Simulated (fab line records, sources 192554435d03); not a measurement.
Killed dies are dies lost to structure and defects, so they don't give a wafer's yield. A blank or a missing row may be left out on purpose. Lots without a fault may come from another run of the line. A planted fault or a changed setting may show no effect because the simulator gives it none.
Which tool did it? | flow n5_finfet | 10 lots, 30 wafers sampled, at 1 step of a route of 1938

WHAT THE GAUGES READ, wafer by wafer
N5_HKMG_FIN_INSPECT_28: inspects for defects (darkfield).
lot  | measured     | on                | raw_defect_count
L075 | day 4 14:07  | defect_inspect-02 | 45 63 48
L077 | day 5 01:29  | defect_inspect-02 | 38 35 50
L079 | day 5 15:49  | defect_inspect-02 | 42 37 45
L081 | day 6 04:49  | defect_inspect-01 | 33 91 36
L085 | day 7 01:08  | defect_inspect-02 | 19 34 32
L088 | day 7 20:25  | defect_inspect-01 | 33 42 29
L091 | day 8 12:35  | defect_inspect-02 | 28 41 43
L093 | day 9 01:10  | defect_inspect-01 | 40 42 67
L095 | day 9 14:52  | defect_inspect-01 | 32 64 56
L097 | day 10 04:33 | defect_inspect-01 | 51 36 51

WHICH TOOL RAN EACH LOT (tool, then ch and the chambers of the sampled wafers, then the start)
The record holds no process step before these readings.

THE ANSWER, worked out from the rows above alone
Rule: what is usual is taken from the lots themselves. Put in order of their means at a reading, lots are off if they are a third of the lots or fewer, leave a main group of 4 or more, and stand apart from it by a gap of 3 or more times the standard deviation of the main group's means; of several such gaps the widest counts. A main group whose means are all the same, to the digits that the tables above print for the reading, isn't used. A lot without any number at a reading at which 4 lots or more have one is off too. The other lots that the step has rows for count as sound.
No lot is off at any reading shown: from this, nothing can be told.

WHAT THE SIMULATOR HAD PUT IN
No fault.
